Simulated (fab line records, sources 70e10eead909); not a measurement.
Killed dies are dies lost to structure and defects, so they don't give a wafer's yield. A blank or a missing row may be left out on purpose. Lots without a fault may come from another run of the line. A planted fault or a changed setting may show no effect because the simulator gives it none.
A struck lot beside a sound one | flow nand_harc | 39 steps out of a route of 1159
Sound: wafers L424.1, L424.4, L424.5. Struck: wafers L432.1, L432.3. The cause comes at the end.
At each step with rows: each side's tool, then ch and its chambers, then its first start. Under that, the readings that differ: sound wafers | struck wafers | difference of the means | sigmas: that difference in standard deviations of wafers without a fault.
alike: readings whose means differ by less than 2 such deviations, and words and numbers that are the same on both sides. not compared: withheld readings, readings that some wafer has no value for, bounds like >300 that may hide the same value, and numbers for which the record gives no deviation and whose values overlap.
The two part at a step that has a row with sigmas, a row that says differs or no value, or rows on one side only. Numbers that don't overlap but have no deviation are shown without sigmas and don't part them. A reading that every wafer of one side lacks parts them only if that side has two wafers or more.

first, 10 steps without rows for these wafers: NHARC_A_CHANNEL_HOLE_D1_DEP_00 (deposits aC, target thk 3100 nm); NHARC_A_CHANNEL_HOLE_D1_DEP_01 (deposits SiON, target thk 140 nm); NHARC_A_CHANNEL_HOLE_D1_DEHYDRATE_02 (time 120 s); NHARC_A_CHANNEL_HOLE_D1_HMDS_03 (time 30 s); NHARC_A_CHANNEL_HOLE_D1_COAT_36 (time 75 s); NHARC_A_CHANNEL_HOLE_D1_COAT_37 (time 65 s); NHARC_A_CHANNEL_HOLE_D1_COAT_04 (resist thk 90 nm); NHARC_A_CHANNEL_HOLE_D1_SOFTBAKE_05 (time 55 s); NHARC_A_CHANNEL_HOLE_D1_EBR_06; NHARC_A_CHANNEL_HOLE_D1_EXPOSE_07 (exposes mask HOLE D1, target cd 100 nm).
NHARC_A_CHANNEL_HOLE_D1_PEB_08: peb time 65 s.
  sound on litho_track-06 ch 0, day 8 13:57; struck on litho_track-06 ch 0, day 10 11:04
  alike: chill_plate_temp_C, plate_temp_C
then, 1 step without rows for these wafers: NHARC_A_CHANNEL_HOLE_D1_DEVELOP_09 (develop time 35 s).
NHARC_A_CHANNEL_HOLE_D1_CD_MEAS_10: target cd 100 nm.
  sound on cd_sem-03 ch 0, day 8 14:02; struck on cd_sem-03 ch 0, day 10 11:08
  reading    | sound            | struck      | difference | sigmas
  cd_nm (nm) | 99.9 100.0 100.0 | 112.1 112.5 | +12.3      | +31
NHARC_A_CHANNEL_HOLE_D1_DESCUM_15: chemistry O2, time 3 s.
  sound on rie_diel-05 ch 0,1,2, day 8 14:14; struck on rie_diel-13 ch 2,3, day 10 11:19
  reading                            | sound             | struck      | difference | sigmas
  model.A_CHANNEL_HOLE_D1.cd_nm (nm) | 99.84 100.6 100.5 | 112.7 112.7 | +12.4      |
  alike: drypump_motor_current_A, oes_product_au, rf_vpp_V, showerhead_plenum_p_Torr, throttle_valve_pct
  not compared: rf_hours_counter_h
then, 4 steps without rows for these wafers: NHARC_A_CHANNEL_HOLE_D1_ETCH_38 (etches the open film in CF4, target depth 39 nm, time 65 s); NHARC_A_CHANNEL_HOLE_D1_ETCH_39 (etches the open film in N2/H2, target depth 260 nm, time 325 s); NHARC_A_CHANNEL_HOLE_D1_ETCH_34 (etches the open film in CF4/CHF3, target depth 154 nm, time 77 s); NHARC_A_CHANNEL_HOLE_D1_ETCH_16 (etches the open film in O2/COS, target depth 3100 nm, time 806 s).
NHARC_A_CHANNEL_HOLE_D1_CD_MEAS_18:
  sound on cd_sem-02, day 8 15:32; struck on cd_sem-02, day 10 12:26
  reading    | sound           | struck      | difference | sigmas
  cd_nm (nm) | 99.1 99.5 101.1 | 110.3 111.2 | +10.9      | +8
then, 12 steps without rows for these wafers: NHARC_A_CHANNEL_HOLE_D1_ETCH_19 (etches the open film in C4F8/O2/Ar, time 34.5 s); NHARC_A_CHANNEL_HOLE_D1_ETCH_20 (etches the open film in C4F8/O2/Ar, time 361.9 s, target depth 1600 nm); NHARC_A_CHANNEL_HOLE_D1_ETCH_21 (etches the open film in C4F8/O2/Ar, time 514.3 s, target depth 1600 nm); NHARC_A_CHANNEL_HOLE_D1_ETCH_22 (etches the open film in C4F8/O2/Ar, time 666.7 s, target depth 1600 nm); NHARC_A_CHANNEL_HOLE_D1_ETCH_23 (etches the open film in C4F8/O2/Ar, time 819 s, target depth 1600 nm); NHARC_A_CHANNEL_HOLE_D1_ETCH_24 (etches the open film in C4F8/O2/Ar, time 906.2 s, target depth 1500 nm); NHARC_A_CHANNEL_HOLE_D1_ETCH_25 (etches the open film in C4F8/O2/Ar, time 1040.2 s, target depth 1500 nm); NHARC_A_CHANNEL_HOLE_D1_ETCH_26 (etches the open film in C4F8/O2/Ar, time 224.1 s, target depth 300 nm); NHARC_A_CHANNEL_HOLE_D1_ETCH_33 (etches the open film in C4F8/O2/Ar, time 90 s, target depth 400 nm); NHARC_A_CHANNEL_HOLE_D1_STRIP_41 (strips in N2/H2); NHARC_A_CHANNEL_HOLE_D1_STRIP_42 (strips in CF4/CHF3); NHARC_A_CHANNEL_HOLE_D1_STRIP_43 (strips in O2/COS).
NHARC_A_CHANNEL_HOLE_D1_ETCH_44: etches the open film in CF4/O2, target depth 140 nm, overetch 14 nm, time 77 s.
  sound on rie_diel-05 ch 1,2, day 8 20:24; struck on rie_diel-05 ch 0,1, day 10 17:13
  reading                            | sound          | struck      | difference | sigmas
  model.A_CHANNEL_HOLE_D1.cd_nm (nm) | 90 89.44 90.17 | 104.3 103.5 | +14.0      |
  alike: drypump_motor_current_A, oes_product_au, rf_vpp_V, showerhead_plenum_p_Torr, throttle_valve_pct
  not compared: rf_hours_counter_h
then, 3 steps without rows for these wafers: NHARC_A_CHANNEL_HOLE_D1_STRIP_27 (strips in O2); NHARC_A_CHANNEL_HOLE_D1_PRECLEAN_28 (cleans in SC1); NHARC_A_CHANNEL_HOLE_D1_SRD_29.
NHARC_A_CHANNEL_HOLE_D1_CD_MEAS_30:
  sound on cd_sem-02, day 8 21:19; struck on cd_sem-03, day 10 18:02
  reading    | sound          | struck      | difference | sigmas
  cd_nm (nm) | 90.1 89.6 90.6 | 104.1 103.4 | +13.7      | +15
NHARC_A_CHANNEL_HOLE_D1_XSEM_31:
  sound on xsem-02 ch 0, day 8 21:24; struck on xsem-01 ch 0, day 10 18:07
  reading            | sound          | struck    | difference | sigmas
  bot_cd_nm (nm)     | 75.4 73.4 75.1 | 88.9 87.2 | +13.4      | +13
  tilt_deg (degrees) | 0.00 0.00 0.00 | 0.11 0.11 | +0.11      | +2
  alike: bow_nm
-- the record jumps here: 10 days lie between the struck wafers' starts before and after (it left off in module A_CHANNEL_HOLE_D1 and takes up again in module END, whose first step shown is number 1158 of the route) --
NHARC_END_WLT_00:
  sound on prober-01, day 19 15:01; struck on prober-01, day 21 05:15
  reading                           | sound             | struck      | difference | sigmas
  VT_DECK1_BOTTOM                   | 0.872 0.870 0.875 | 0.903 0.895 | +0.027     | +3
  VT_DECK1_BOTTOM_INNER             | 0.865 0.869 0.874 | 0.893 0.895 | +0.025     | +4
  VT_DECK1_MEDIAN_NEAR_BOTTOM       | 0.881 0.880 0.882 | 0.898 0.896 | +0.016     | +2
  VT_DECK1_MEDIAN_NEAR_BOTTOM_INNER | 0.858 0.870 0.873 | 0.897 0.900 | +0.032     | +5
  VT_DECK1_MIDDLE_INNER             | 0.884 0.884 0.887 | 0.906 0.900 | +0.018     | +3
  alike: VT_DECK1_MIDDLE, VT_DECK1_TOP, VT_DECK1_TOP_INNER
NHARC_END_SORT_01:
  sound on prober-01 ch 0, day 19 17:59; struck on prober-01 ch 0, day 21 08:16
  reading         | sound    | struck | difference | sigmas
  killed_at_array | 20 15 18 | 45 32  | +21        | +3
  killed_dies     | 22 18 20 | 49 37  | +23        | +3
  alike: killed_at_other, killed_at_periphery, killed_open, killed_short

WHERE THEY PART
First at NHARC_A_CHANNEL_HOLE_D1_CD_MEAS_10; last, within this record, at NHARC_END_SORT_01.

WHY: what the simulator had put in
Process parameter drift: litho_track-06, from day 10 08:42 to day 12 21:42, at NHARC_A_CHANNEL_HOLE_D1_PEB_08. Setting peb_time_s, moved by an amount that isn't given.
